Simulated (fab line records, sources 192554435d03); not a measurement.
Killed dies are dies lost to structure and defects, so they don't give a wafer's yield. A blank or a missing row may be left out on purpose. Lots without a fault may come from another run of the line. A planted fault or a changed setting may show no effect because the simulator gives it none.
fab line records | flow n5_finfet
record lots=5 wafers=15 last_day=18
route steps=1938 shown BEOL_M3@983
lots that met no fault: from a run of the same line without faults
start_h: hours from the record's first day to the start of the lot's first wafer shown | wait_h: hours since the lot's step before | " the same as in the row above | L1.1+2: a row that stands for several wafers | - no value, or no start given | * or withheld: withheld | < > ~ a bound
route shown NAME@n: a module of which the file shows steps, and the number in the route of the first | usual: mean/standard deviation of fault-free wafers | same: alike in all rows | chamber/n: place in a boat | sites: the reading at each site | _std_site: their standard deviation | _edge_site: outer sites' mean less inner sites' | radius_mm: how far each site lies from the wafer's centre | mask NAME#n: copy n | behind: the tool/chamber that last shaped the wafer | hold: why the lot was held/for how many hours/how that ended | device: the transistor (n, p or np) that didn't switch | end of line: the same wafers' tests at the end of the route | a step without rows: its recipe alone | killed: dies lost to structure and defects at the first sort, not the wafer's yield | map: a wafer's dies, x killed, . not, _ none there
set.NAME: the setting as run; set.NAME@STEP: as run at that earlier step | model.NAME: the simulator's own value behind a step, which no gauge read
lots at some steps of the route; a table a step, a row a wafer
services: from which hour (start_h, from the record's first day; less than 0 if before it) a tool's chamber was out of use, for how many hours, and why
## steps
# step N5_BEOL_M3_OCD_MEAS_38
# usual trench_depth_nm=55.3/1.1
# columns lot.wafer tool chamber start_h wait_h trench_depth_nm
L075.1 ocd-02 - 184.33 - 54.1
L075.3 " - " " 54.5
L075.6 " - " " 55.2
L079.2 ocd-02 - 191.59 - 54.5
L079.3 " - " " 58.1
L079.6 " - " " 57.5
L087.1 ocd-02 - 238.94 - 57.3
L087.2 " - " " 54.8
L087.3 " - " " 55.1
L089.2 ocd-01 - 253.47 - 54.2
L089.3 " - " " 54.3
L089.4 " - " " 54.3
L092.2 ocd-02 - 283.00 - 54.9
L092.4 " - " " 54.3
L092.6 " - " " 56.8
# step N5_BEOL_M3_HM_STRIP_39
# recipe chemistry=peroxide_tin_strip material=TiN target_depth_a=250 temp_c=50 time_s=158
# columns lot.wafer tool chamber start_h wait_h
L075.1+3+6 wet_bench-01 2,3,4 184.36 0.0
L079.2+3+6 wet_bench-04 6,7,5 191.62 0.0
L087.1+2+3 wet_bench-03 0,7,5 238.97 0.0
L089.2+3+4 wet_bench-01 3,1,7 253.50 0.0
L092.2+4+6 wet_bench-04 5,1,2 283.03 0.0
# step N5_BEOL_M3_SRD_40
# recipe time_s=30 temp_c=23 rinse_liquid=diw dry=ipa_marangoni
# columns lot.wafer tool chamber start_h wait_h
L075.1+3+6 wet_bench-01 2,3,4 184.41 0.0
L079.2+3+6 wet_bench-04 6,7,5 191.67 0.0
L087.1+2+3 wet_bench-03 0,7,5 239.02 0.0
L089.2+3+4 wet_bench-01 3,1,7 253.55 0.0
L092.2+4+6 wet_bench-04 5,1,2 283.08 0.0
# step N5_BEOL_M3_PRECLEAN_42
# recipe chemistry=residue_remover time_s=60 temp_c=40
# columns lot.wafer tool chamber start_h wait_h
L075.1+3+6 wet_bench-01 2,3,4 184.43 0.0
L079.2+3+6 wet_bench-04 6,7,5 191.69 0.0
L087.1+2+3 wet_bench-03 0,7,5 239.04 0.0
L089.2+3+4 wet_bench-01 3,1,7 253.56 0.0
L092.2+4+6 wet_bench-04 5,1,2 283.10 0.0
# step N5_BEOL_M3_SRD_43
# recipe time_s=30 temp_c=23 rinse_liquid=diw dry=ipa_marangoni
# columns lot.wafer tool chamber start_h wait_h
L075.1+3+6 wet_bench-01 2,3,4 184.44 0.0
L079.2+3+6 wet_bench-04 6,7,5 191.71 0.0
L087.1+2+3 wet_bench-03 0,7,5 239.05 0.0
L089.2+3+4 wet_bench-01 3,1,7 253.58 0.0
L092.2+4+6 wet_bench-04 5,1,2 283.11 0.0
# step N5_BEOL_M3_CD_MEAS_35
# recipe target_cd_nm=18 target_cd_y_nm=21 polarity=opening
# usual cd_nm=17.9/0.34
# columns lot.wafer tool chamber start_h wait_h cd_nm
L075.1 cd_sem-03 - 184.48 0.0 18.1
L075.3 " - " " 17.7
L075.6 " - " " 17.5
L079.2 cd_sem-03 - 191.76 0.0 18.0
L079.3 " - " " 18.2
L079.6 " - " " 17.9
L087.1 cd_sem-02 - 239.10 0.0 17.5
L087.2 " - " " 17.6
L087.3 " - " " 17.8
L089.2 cd_sem-01 - 253.62 0.0 17.8
L089.3 " - " " 17.5
L089.4 " - " " 17.9
L092.2 cd_sem-02 - 283.15 0.0 17.8
L092.4 " - " " 17.8
L092.6 " - " " 18.0
# step N5_BEOL_M3_DEGAS_44
# recipe ambient=vacuum temp_c=250 time_s=60
# usual heater_power_w=343/36 susceptor_temp_C=250.01/0.17
# columns lot.wafer tool chamber start_h wait_h heater_power_w susceptor_temp_C
L075.1 pvd_sputter-02 - 184.52 0.0 349 250.00
L075.3 " - " " 368 250.09
L075.6 " - " " 401 249.94
L079.2 pvd_sputter-02 - 192.81 1.1 405 250.21
L079.3 " - " " 340 249.72
L079.6 " - " " 408 250.08
L087.1 pvd_sputter-02 - 239.44 0.3 405 250.03
L087.2 " - " " 359 250.27
L087.3 " - " " 349 249.97
L089.2 pvd_sputter-02 - 253.90 0.3 306 250.16
L089.3 " - " " 406 250.32
L089.4 " - " " 351 250.01
L092.2 pvd_sputter-02 - 284.24 1.1 340 249.96
L092.4 " - " " 409 249.73
L092.6 " - " " 361 250.20
# step N5_BEOL_M3_PRE_CLEAN_45
# recipe gas=H2/He time_s=30 temp_c=250
# usual heater_power_w=344/35 susceptor_temp_C=250.00/0.17
# columns lot.wafer tool chamber start_h wait_h heater_power_w susceptor_temp_C
L075.1 pvd_sputter-02 - 184.56 0.0 351 250.33
L075.3 " - " " 367 250.04
L075.6 " - " " 415 249.86
L079.2 pvd_sputter-02 - 192.85 0.0 400 249.91
L079.3 " - " " 345 250.10
L079.6 " - " " 403 249.86
L087.1 pvd_sputter-02 - 239.48 0.0 395 250.06
L087.2 " - " " 356 249.93
L087.3 " - " " 343 250.09
L089.2 pvd_sputter-02 - 253.94 0.0 313 250.13
L089.3 " - " " 410 250.18
L089.4 " - " " 370 250.22
L092.2 pvd_sputter-02 - 284.28 0.0 340 249.92
L092.4 " - " " 406 250.16
L092.6 " - " " 364 249.82
# step N5_BEOL_M3_ALD_84
# recipe material=TaN target_thk_a=* temp_c=275 ald_precursor_family=PDMAT ald_co_reactant=NH3 pressure_torr=3 carrier_flow_sccm=1500 pulse_time_s=2 purge_time_s=3 co_reactant_purge_time_s=2 co_reactant_pulse_time_s=3 ald_cycles=30 precursor_vessel_temp_c=75 precursor_vessel_pressure_torr=26.25 precursor_vessel_carrier_sccm=1000
# usual heater_power_w=408/43 susceptor_temp_C=275.00/0.17
# same ald_cycles=30 co_reactant_purge_time_s=2
# columns lot.wafer tool chamber start_h wait_h heater_power_w since_wet_clean_h susceptor_temp_C
L075.1 ald_metal-02 1 184.62 0.0 339 4463 274.59
L075.3 " 3 " " 438 4463 275.04
L075.6 " 2 " " 366 - 275.12
L079.2 ald_metal-01 1 192.93 0.1 332 2933 274.94
L079.3 " 3 " " 398 2933 274.91
L079.6 " 3 " " 414 - 275.14
L087.1 ald_metal-01 0 239.54 0.0 491 2979 275.13
L087.2 " 2 " " 424 2979 274.92
L087.3 " 3 " " 407 2979 275.01
L089.2 ald_metal-03 1 254.00 0.0 410 1455 275.02
L089.3 " 2 " " 414 1455 275.05
L089.4 " 0 " " 429 1455 275.01
L092.2 ald_metal-03 1 284.42 0.1 413 1486 275.16
L092.4 " 2 " " 431 1486 274.86
L092.6 " 2 " " 417 - 274.90
# step N5_BEOL_M3_SURFACE_TREAT_85
# recipe gas=Ar time_s=* ion_energy_ev=* ion_current_ma_cm2=0.5 pressure_mtorr=* ar_flow_sccm=30
# usual pressure_mtorr=* throttle_valve_pct=*
# columns lot.wafer tool chamber start_h wait_h pressure_mtorr throttle_valve_pct
L075.1 pvd_sputter-01 - 184.86 0.1 * *
L075.3 " - " " * *
L075.6 " - " " * *
L079.2 pvd_sputter-02 - 193.21 0.2 * *
L079.3 " - " " * *
L079.6 " - " " * *
L087.1 pvd_sputter-03 - 239.80 0.2 * *
L087.2 " - " " * *
L087.3 " - " " * *
L089.2 pvd_sputter-03 - 254.23 0.1 * *
L089.3 " - " " * *
L089.4 " - " " * *
L092.2 pvd_sputter-02 - 284.68 0.1 * *
L092.4 " - " " * *
L092.6 " - " " * *
# step N5_BEOL_M3_CVD_47
# recipe material=Co target_thk_a=30 temp_c=withheld precursor=CCTBA/H2 pressure_torr=30 time_s=223.8
# columns lot.wafer tool chamber start_h wait_h since_wet_clean_h
L075.1 cvd_co-01 1 185.02 0.1 1164
L075.3 " 2 " " 267
L075.6 " 1 " " -
L079.2 cvd_co-02 2 193.28 0.0 494
L079.3 " 1 " " 41
L079.6 " 2 " " -
L087.1 cvd_co-01 0 239.88 0.1 781
L087.2 " 1 " " 1219
L087.3 " 2 " " 322
L089.2 cvd_co-02 0 254.47 0.2 1014
L089.3 " 1 " " 102
L089.4 " 0 " " -
L092.2 cvd_co-02 2 284.74 0.0 585
L092.4 " 0 " " -
L092.6 " 2 " " -
# step N5_BEOL_M3_SPUTTER_48
# recipe material=Cu target_thk_a=45 temp_c=-20 chamber_pressure_pa=0.07 power_w=withheld time_s=8.29
# usual susceptor_temp_C=-20.00/0.12 throttle_valve_pct=30.3/0.98
# columns lot.wafer tool chamber start_h wait_h susceptor_temp_C throttle_valve_pct
L075.1 pvd_sputter-03 - 185.18 0.1 -20.10 31.4
L075.3 " - " " -19.94 29.8
L075.6 " - " " -20.13 31.1
L079.2 pvd_sputter-02 - 193.43 0.1 -19.93 30.2
L079.3 " - " " -20.09 30.0
L079.6 " - " " -20.07 31.8
L087.1 pvd_sputter-02 - 240.04 0.1 -19.81 29.8
L087.2 " - " " -19.96 30.0
L087.3 " - " " -19.87 32.0
L089.2 pvd_sputter-01 - 255.57 1.0 -19.90 30.1
L089.3 " - " " -20.00 28.1
L089.4 " - " " -19.76 30.8
L092.2 pvd_sputter-03 - 284.96 0.2 -20.13 29.7
L092.4 " - " " -19.80 29.9
L092.6 " - " " -20.06 31.8
# step N5_BEOL_M3_ANNEAL_49
# recipe temp_c=400 time_s=240 ambient=vacuum
# usual heater_power_w=842/83 susceptor_temp_C=399.99/0.21
# columns lot.wafer tool chamber start_h wait_h heater_power_w susceptor_temp_C
L075.1 pvd_sputter-03 - 185.26 0.0 733 400.34
L075.3 " - " " 938 399.86
L075.6 " - " " 711 400.24
L079.2 pvd_sputter-02 - 193.51 0.0 1000 400.13
L079.3 " - " " 871 399.70
L079.6 " - " " 900 399.72
L087.1 pvd_sputter-02 - 240.12 0.0 876 399.94
L087.2 " - " " 1008 400.03
L087.3 " - " " 907 399.62
L089.2 pvd_sputter-01 - 255.65 0.0 715 399.55
L089.3 " - " " 855 400.04
L089.4 " - " " 885 399.84
L092.2 pvd_sputter-03 - 285.04 0.0 955 399.89
L092.4 " - " " 909 400.38
L092.6 " - " " 813 399.86
# step N5_BEOL_M3_SPUTTER_79
# recipe material=Cu target_thk_a=45 temp_c=-20 chamber_pressure_pa=0.07 power_w=withheld time_s=8.29
# usual susceptor_temp_C=-19.98/0.11 throttle_valve_pct=30.3/0.96
# columns lot.wafer tool chamber start_h wait_h susceptor_temp_C throttle_valve_pct
L075.1 pvd_sputter-03 - 185.40 0.1 -19.98 31.0
L075.3 " - " " -20.01 29.7
L075.6 " - " " -19.95 31.3
L079.2 pvd_sputter-02 - 193.65 0.1 -20.15 30.4
L079.3 " - " " -19.88 29.6
L079.6 " - " " -20.04 31.6
L087.1 pvd_sputter-02 - 240.26 0.1 -19.96 29.9
L087.2 " - " " -19.75 30.6
L087.3 " - " " -20.18 31.5
L089.2 pvd_sputter-01 - 255.79 0.1 -19.72 30.2
L089.3 " - " " -20.06 28.2
L089.4 " - " " -19.95 30.7
L092.2 pvd_sputter-03 - 285.18 0.1 -20.06 29.7
L092.4 " - " " -20.06 30.1
L092.6 " - " " -19.90 31.9
# step N5_BEOL_M3_ANNEAL_80
# recipe temp_c=400 time_s=240 ambient=vacuum
# usual heater_power_w=842/84 susceptor_temp_C=400.00/0.22
# columns lot.wafer tool chamber start_h wait_h heater_power_w susceptor_temp_C
L075.1 pvd_sputter-03 - 185.48 0.0 719 400.18
L075.3 " - " " 930 399.40
L075.6 " - " " 730 399.91
L079.2 pvd_sputter-02 - 193.73 0.0 1003 399.98
L079.3 " - " " 864 400.07
L079.6 " - " " 921 400.08
L087.1 pvd_sputter-02 - 240.34 0.0 864 400.02
L087.2 " - " " 996 399.95
L087.3 " - " " 899 399.84
L089.2 pvd_sputter-01 - 255.87 0.0 721 400.17
L089.3 " - " " 832 400.21
L089.4 " - " " 888 399.96
L092.2 pvd_sputter-03 - 285.26 0.0 939 399.97
L092.4 " - " " 917 400.02
L092.6 " - " " 779 400.04
# step N5_BEOL_M3_SPUTTER_81
# recipe material=Cu target_thk_a=45 temp_c=-20 chamber_pressure_pa=0.07 power_w=withheld time_s=8.29
# usual susceptor_temp_C=-20.02/0.11 throttle_valve_pct=30.3/0.96
# columns lot.wafer tool chamber start_h wait_h susceptor_temp_C throttle_valve_pct
L075.1 pvd_sputter-03 - 185.62 0.1 -19.73 31.2
L075.3 " - " " -19.92 29.5
L075.6 " - " " -19.81 31.1
L079.2 pvd_sputter-02 - 193.87 0.1 -20.06 30.5
L079.3 " - " " -19.91 29.7
L079.6 " - " " -19.91 31.8
L087.1 pvd_sputter-02 - 240.48 0.1 -19.96 29.9
L087.2 " - " " -20.01 30.2
L087.3 " - " " -20.03 31.5
L089.2 pvd_sputter-01 - 256.01 0.1 -20.20 30.2
L089.3 " - " " -20.10 28.2
L089.4 " - " " -20.17 30.3
L092.2 pvd_sputter-03 - 285.40 0.1 -20.04 29.8
L092.4 " - " " -19.91 30.1
L092.6 " - " " -20.06 31.6
# step N5_BEOL_M3_ANNEAL_82
# recipe temp_c=400 time_s=240 ambient=vacuum
# usual heater_power_w=843/86 susceptor_temp_C=399.99/0.23
# columns lot.wafer tool chamber start_h wait_h heater_power_w susceptor_temp_C
L075.1 pvd_sputter-03 - 185.70 0.0 741 399.87
L075.3 " - " " 942 399.86
L075.6 " - " " 712 399.84
L079.2 pvd_sputter-02 - 193.95 0.0 993 400.30
L079.3 " - " " 892 399.97
L079.6 " - " " 917 399.76
L087.1 pvd_sputter-02 - 240.56 0.0 873 399.80
L087.2 " - " " 1006 400.20
L087.3 " - " " 924 399.93
L089.2 pvd_sputter-01 - 256.09 0.0 716 399.90
L089.3 " - " " 815 400.05
L089.4 " - " " 888 400.20
L092.2 pvd_sputter-03 - 285.48 0.0 935 400.08
L092.4 " - " " 954 399.50
L092.6 " - " " 797 399.50
# step N5_BEOL_M3_SPUTTER_86
# recipe material=Cu target_thk_a=45 temp_c=-20 chamber_pressure_pa=0.07 power_w=withheld time_s=8.29
# usual susceptor_temp_C=-19.99/0.095 throttle_valve_pct=30.3/0.98
# columns lot.wafer tool chamber start_h wait_h susceptor_temp_C throttle_valve_pct
L075.1 pvd_sputter-03 - 185.84 0.1 -20.25 31.2
L075.3 " - " " -19.96 29.7
L075.6 " - " " -20.07 31.2
L079.2 pvd_sputter-02 - 194.09 0.1 -19.74 30.2
L079.3 " - " " -20.18 30.0
L079.6 " - " " -19.99 31.6
L087.1 pvd_sputter-02 - 240.70 0.1 -20.03 30.2
L087.2 " - " " -19.90 30.1
L087.3 " - " " -19.94 31.9
L089.2 pvd_sputter-01 - 256.23 0.1 -19.95 30.1
L089.3 " - " " -19.96 28.2
L089.4 " - " " -19.96 30.8
L092.2 pvd_sputter-03 - 285.62 0.1 -20.08 29.9
L092.4 " - " " -19.94 30.2
L092.6 " - " " -20.08 31.8
# step N5_BEOL_M3_ANNEAL_87
# recipe temp_c=400 time_s=240 ambient=vacuum
# usual heater_power_w=843/86 susceptor_temp_C=400.05/0.21
# columns lot.wafer tool chamber start_h wait_h heater_power_w susceptor_temp_C
L075.1 pvd_sputter-03 - 185.92 0.0 721 399.97
L075.3 " - " " 948 400.08
L075.6 " - " " 707 400.04
L079.2 pvd_sputter-02 - 194.17 0.0 1029 399.54
L079.3 " - " " 882 400.08
L079.6 " - " " 917 400.28
L087.1 pvd_sputter-02 - 240.78 0.0 870 399.78
L087.2 " - " " 1005 400.25
L087.3 " - " " 911 399.79
L089.2 pvd_sputter-01 - 256.31 0.0 715 400.00
L089.3 " - " " 849 400.14
L089.4 " - " " 901 399.79
L092.2 pvd_sputter-03 - 285.70 0.0 943 400.09
L092.4 " - " " 912 400.03
L092.6 " - " " 802 400.12
# step N5_BEOL_M3_SPUTTER_88
# recipe material=Cu target_thk_a=45 temp_c=-20 chamber_pressure_pa=0.07 power_w=withheld time_s=8.29
# usual susceptor_temp_C=-20.01/0.097 throttle_valve_pct=30.3/0.96
# columns lot.wafer tool chamber start_h wait_h susceptor_temp_C throttle_valve_pct
L075.1 pvd_sputter-03 - 186.06 0.1 -20.11 31.0
L075.3 " - " " -19.97 29.9
L075.6 " - " " -20.03 31.3
L079.2 pvd_sputter-02 - 194.31 0.1 -19.97 30.5
L079.3 " - " " -19.95 30.2
L079.6 " - " " -20.05 31.8
L087.1 pvd_sputter-02 - 240.92 0.1 -19.98 30.1
L087.2 " - " " -19.89 30.4
L087.3 " - " " -20.03 31.5
L089.2 pvd_sputter-01 - 256.45 0.1 -20.04 30.3
L089.3 " - " " -19.96 28.2
L089.4 " - " " -20.04 30.6
L092.2 pvd_sputter-03 - 285.84 0.1 -19.88 29.7
L092.4 " - " " -19.95 30.1
L092.6 " - " " -20.15 31.7
# step N5_BEOL_M3_ANNEAL_89
# recipe temp_c=400 time_s=240 ambient=vacuum
# usual heater_power_w=841/85 susceptor_temp_C=399.99/0.22
# columns lot.wafer tool chamber start_h wait_h heater_power_w susceptor_temp_C
L075.1 pvd_sputter-03 - 186.14 0.0 714 400.04
L075.3 " - " " 958 400.15
L075.6 " - " " 731 399.89
L079.2 pvd_sputter-02 - 194.39 0.0 995 400.11
L079.3 " - " " 885 399.78
L079.6 " - " " 911 400.34
L087.1 pvd_sputter-02 - 241.00 0.0 844 400.15
L087.2 " - " " 1017 399.90
L087.3 " - " " 876 399.90
L089.2 pvd_sputter-01 - 256.53 0.0 696 400.00
L089.3 " - " " 842 399.84
L089.4 " - " " 872 399.75
L092.2 pvd_sputter-03 - 285.92 0.0 919 399.79
L092.4 " - " " 930 400.06
L092.6 " - " " 809 400.02
# step N5_BEOL_M3_SPUTTER_90
# recipe material=Cu target_thk_a=45 temp_c=-20 chamber_pressure_pa=0.07 power_w=withheld time_s=8.29
# usual susceptor_temp_C=-20.01/0.11 throttle_valve_pct=30.3/0.97
# columns lot.wafer tool chamber start_h wait_h susceptor_temp_C throttle_valve_pct
L075.1 pvd_sputter-03 - 186.28 0.1 -19.95 31.2
L075.3 " - " " -19.88 30.0
L075.6 " - " " -19.88 31.2
L079.2 pvd_sputter-02 - 194.53 0.1 -20.14 30.0
L079.3 " - " " -20.04 29.9
L079.6 " - " " -20.06 31.9
L087.1 pvd_sputter-02 - 241.14 0.1 -20.16 29.7
L087.2 " - " " -20.11 30.3
L087.3 " - " " -20.06 31.7
L089.2 pvd_sputter-01 - 256.67 0.1 -20.03 30.1
L089.3 " - " " -20.21 28.1
L089.4 " - " " -20.08 30.4
L092.2 pvd_sputter-03 - 286.06 0.1 -20.07 29.7
L092.4 " - " " -20.06 30.1
L092.6 " - " " -19.95 31.4
# step N5_BEOL_M3_ANNEAL_91
# recipe temp_c=400 time_s=240 ambient=vacuum
# usual heater_power_w=844/85 susceptor_temp_C=399.98/0.23
# columns lot.wafer tool chamber start_h wait_h heater_power_w susceptor_temp_C
L075.1 pvd_sputter-03 - 186.36 0.0 742 399.86
L075.3 " - " " 913 399.75
L075.6 " - " " 692 399.93
L079.2 pvd_sputter-02 - 194.61 0.0 1004 400.05
L079.3 " - " " 873 400.12
L079.6 " - " " 887 399.82
L087.1 pvd_sputter-02 - 241.22 0.0 885 400.43
L087.2 " - " " 1030 399.83
L087.3 " - " " 881 399.79
L089.2 pvd_sputter-01 - 256.75 0.0 716 399.78
L089.3 " - " " 839 400.07
L089.4 " - " " 859 400.02
L092.2 pvd_sputter-03 - 286.14 0.0 942 399.82
L092.4 " - " " 922 399.98
L092.6 " - " " 778 400.12
# step N5_BEOL_M3_SPUTTER_92
# recipe material=Cu target_thk_a=45 temp_c=-20 chamber_pressure_pa=0.07 power_w=withheld time_s=8.29
# usual susceptor_temp_C=-20.00/0.1 throttle_valve_pct=30.3/0.96
# columns lot.wafer tool chamber start_h wait_h susceptor_temp_C throttle_valve_pct
L075.1 pvd_sputter-03 - 186.50 0.1 -19.81 31.3
L075.3 " - " " -19.98 29.8
L075.6 " - " " -20.06 31.5
L079.2 pvd_sputter-02 - 194.75 0.1 -20.01 30.2
L079.3 " - " " -20.03 29.8
L079.6 " - " " -19.90 31.8
L087.1 pvd_sputter-02 - 241.36 0.1 -19.99 29.8
L087.2 " - " " -20.11 30.2
L087.3 " - " " -20.14 32.0
L089.2 pvd_sputter-01 - 256.89 0.1 -20.07 30.2
L089.3 " - " " -19.91 28.1
L089.4 " - " " -20.18 30.4
L092.2 pvd_sputter-03 - 286.28 0.1 -20.13 29.8
L092.4 " - " " -19.97 30.1
L092.6 " - " " -19.96 31.8
# step N5_BEOL_M3_ANNEAL_93
# recipe temp_c=400 time_s=240 ambient=vacuum
# usual heater_power_w=843/84 susceptor_temp_C=400.01/0.24
# columns lot.wafer tool chamber start_h wait_h heater_power_w susceptor_temp_C
L075.1 pvd_sputter-03 - 186.58 0.0 710 400.14
L075.3 " - " " 948 400.17
L075.6 " - " " 739 399.72
L079.2 pvd_sputter-02 - 194.83 0.0 1003 399.88
L079.3 " - " " 887 400.07
L079.6 " - " " 906 400.06
L087.1 pvd_sputter-02 - 241.44 0.0 870 400.11
L087.2 " - " " 1015 400.22
L087.3 " - " " 895 400.00
L089.2 pvd_sputter-01 - 256.97 0.0 719 399.93
L089.3 " - " " 850 400.07
L089.4 " - " " 894 399.78
L092.2 pvd_sputter-03 - 286.36 0.0 950 400.16
L092.4 " - " " 924 400.17
L092.6 " - " " 804 399.89
# step N5_BEOL_M3_SPUTTER_94
# recipe material=Cu target_thk_a=45 temp_c=-20 chamber_pressure_pa=0.07 power_w=withheld time_s=8.29
# usual susceptor_temp_C=-20.01/0.11 throttle_valve_pct=30.3/0.96
# columns lot.wafer tool chamber start_h wait_h susceptor_temp_C throttle_valve_pct
L075.1 pvd_sputter-03 - 186.72 0.1 -19.85 31.3
L075.3 " - " " -19.94 29.9
L075.6 " - " " -19.89 31.3
L079.2 pvd_sputter-02 - 194.97 0.1 -20.08 30.1
L079.3 " - " " -20.23 29.7
L079.6 " - " " -19.81 31.7
L087.1 pvd_sputter-02 - 241.58 0.1 -20.08 30.0
L087.2 " - " " -19.87 30.5
L087.3 " - " " -20.21 31.9
L089.2 pvd_sputter-01 - 257.11 0.1 -19.97 30.5
L089.3 " - " " -20.10 28.1
L089.4 " - " " -19.99 30.7
L092.2 pvd_sputter-03 - 286.50 0.1 -20.19 29.9
L092.4 " - " " -20.03 30.3
L092.6 " - " " -20.12 31.2
# step N5_BEOL_M3_ANNEAL_95
# recipe temp_c=400 time_s=240 ambient=vacuum
# usual heater_power_w=841/84 susceptor_temp_C=400.01/0.23
# columns lot.wafer tool chamber start_h wait_h heater_power_w susceptor_temp_C
L075.1 pvd_sputter-03 - 186.80 0.0 713 400.04
L075.3 " - " " 939 400.38
L075.6 " - " " 715 400.15
L079.2 pvd_sputter-02 - 195.05 0.0 986 400.07
L079.3 " - " " 892 400.00
L079.6 " - " " 903 400.14
L087.1 pvd_sputter-02 - 241.66 0.0 868 400.11
L087.2 " - " " 1004 400.16
L087.3 " - " " 873 399.56
L089.2 pvd_sputter-01 - 257.19 0.0 711 400.37
L089.3 " - " " 839 399.97
L089.4 " - " " 895 400.36
L092.2 pvd_sputter-03 - 286.58 0.0 946 400.17
L092.4 " - " " 923 400.46
L092.6 " - " " 790 400.12
# step N5_BEOL_M3_SPUTTER_96
# recipe material=Cu target_thk_a=45 temp_c=-20 chamber_pressure_pa=0.07 power_w=withheld time_s=8.29
# usual susceptor_temp_C=-19.99/0.1 throttle_valve_pct=30.3/0.98
# columns lot.wafer tool chamber start_h wait_h susceptor_temp_C throttle_valve_pct
L075.1 pvd_sputter-03 - 186.94 0.1 -20.06 31.4
L075.3 " - " " -20.09 29.9
L075.6 " - " " -19.94 31.2
L079.2 pvd_sputter-02 - 195.19 0.1 -20.08 30.3
L079.3 " - " " -20.00 29.9
L079.6 " - " " -20.18 31.9
L087.1 pvd_sputter-02 - 241.80 0.1 -19.92 29.8
L087.2 " - " " -20.07 30.4
L087.3 " - " " -19.95 31.8
L089.2 pvd_sputter-01 - 257.33 0.1 -19.73 29.9
L089.3 " - " " -19.96 28.2
L089.4 " - " " -19.81 30.7
L092.2 pvd_sputter-03 - 286.72 0.1 -19.84 29.8
L092.4 " - " " -20.12 30.1
L092.6 " - " " -20.00 31.5
# step N5_BEOL_M3_ECD_50
# recipe material=Cu target_thk_a=3000
# columns lot.wafer tool chamber start_h wait_h
L075.1+3+6 ecd_cu-01 0,1,0 187.06 0.1
L079.2+3+6 ecd_cu-02 1 195.31 0.1
L087.1+2+3 ecd_cu-02 0,1,0 241.91 0.1
L089.2+3+4 ecd_cu-02 1,0,1 257.44 0.1
L092.2+4+6 ecd_cu-02 1,0,1 286.84 0.1
# step N5_BEOL_M3_ANNEAL_51
# recipe temp_c=225 time_s=90 ambient=N2
# usual wafer_temp_C_max=225.93/0.25
# columns lot.wafer tool chamber start_h wait_h wafer_temp_C_max
L075.1 rtp_anneal-02 0 187.14 0.1 225.98
L075.3 " 0 " " 226.02
L075.6 " 0 " " 226.14
L079.2 rtp_anneal-02 0 195.44 0.1 226.12
L079.3 " 0 " " 226.00
L079.6 " 0 " " 226.31
L087.1 rtp_anneal-01 0 241.99 0.1 225.78
L087.2 " 0 " " 225.98
L087.3 " 0 " " 225.88
L089.2 rtp_anneal-02 0 257.57 0.1 226.03
L089.3 " 0 " " 226.13
L089.4 " 0 " " 226.23
L092.2 rtp_anneal-02 0 286.96 0.1 225.66
L092.4 " 0 " " 225.75
L092.6 " 0 " " 225.85
# step N5_BEOL_M3_CMP_52
# recipe stop_on=SiOC t_overpolish_s=6.8 down_force_psi=1 platen_rpm=50 clearing_platen_down_force_psi=1.5 clearing_platen_rpm=50 post_cmp_clean=cu_alkaline target_thk_nm=40 clearing_platen_pad_velocity_m_s=0.99484 pad_velocity_m_s=0.99484
# usual barrier_field_endpoint_s=24.9/0.66 motor_current_A=6.2/0.74 overpolish_run_s=6.800/0.0094 time_to_endpoint_s=62/3.2
# columns lot.wafer tool chamber start_h wait_h barrier_field_endpoint_s motor_current_A overpolish_run_s time_to_endpoint_s
L075.1 cmp-01 0 187.45 0.3 25.1 6.9 6.799 62
L075.3 " 3 " " 24.7 6.7 6.800 64
L075.6 " 1 " " 24.4 5.1 6.799 59
L079.2 cmp-04 1 195.69 0.2 24.6 6.9 6.803 60
L079.3 " 0 " " 23.4 4.9 6.803 59
L079.6 " 2 " " 24.0 5.6 6.799 60
L087.1 cmp-02 1 242.29 0.3 24.5 6.1 6.801 65
L087.2 " 3 " " 23.7 7.0 6.804 61
L087.3 " 0 " " 24.0 6.7 6.785 62
L089.4 cmp-02 2 257.86 0.2 24.0 6.3 6.814 59
L089.2 " 3 " " 24.5 7.3 6.806 60
L089.3 " 1 " " 25.5 6.3 6.810 63
L092.4 cmp-01 2 287.25 0.2 25.7 5.1 6.807 64
L092.2 " 3 " " 26.1 6.4 6.787 66
L092.6 " 1 " " 25.3 5.3 6.804 60
# step N5_BEOL_M3_THK_MEAS_53
# recipe thk_meas_gauge=xrf reads=Cu_of_BEOL_M3_ECD_50
# usual M3_THK=39.9/1.4
# columns lot.wafer tool chamber start_h wait_h M3_THK[nm]
L075.1 film_metro-02 - 187.74 - 40.5
L075.3 " - " " 40.7
L075.6 " - " " 40.6
L079.2 film_metro-02 - 195.98 - 41.3
L079.3 " - " " 37.8
L079.6 " - " " 40.2
L087.1 film_metro-01 - 242.58 - 40.6
L087.2 " - " " 39.1
L087.3 " - " " 38.4
L089.2 film_metro-02 - 258.15 - 38.5
L089.3 " - " " 41.3
L089.4 " - " " 38.4
L092.2 film_metro-01 - 287.51 - 37.6
L092.4 " - " " 40.0
L092.6 " - " " 40.6
## services
# columns tool chamber start_h hours kind
cmp-01 - 164.61 0.9 repair
cmp-01 - 167.81 0.7 repair
pvd_sputter-02 - 168.67 3.0 repair
cvd_co-01 - 172.67 4.3 pm
cmp-04 - 172.74 4.0 pm
cmp-04 - 176.74 - consumable_replace:conditioner
cmp-04 - 189.57 3.7 pm
cmp-02 - 194.05 4.0 pm
ald_metal-02 1 195.12 23.4 repair
cmp-02 - 198.05 - consumable_replace:conditioner
cmp-02 - 198.05 - consumable_replace:pad
ald_metal-01 2 212.57 3.9 repair
cvd_co-02 - 214.02 0.4 repair
ald_metal-03 - 238.23 6.0 pm
cmp-01 - 239.06 4.0 pm
cmp-01 - 243.06 - consumable_replace:conditioner
cmp-01 - 243.06 - consumable_replace:pad
cmp-01 - 248.53 5.0 repair
cvd_co-01 2 254.90 3.5 repair
cvd_co-02 - 255.23 0.4 repair
cmp-01 - 263.05 14.3 pm
pvd_sputter-01 - 272.01 0.5 repair
ald_metal-03 - 281.16 1.4 repair
ecd_cu-02 - 281.33 5.5 pm
## key
fault none
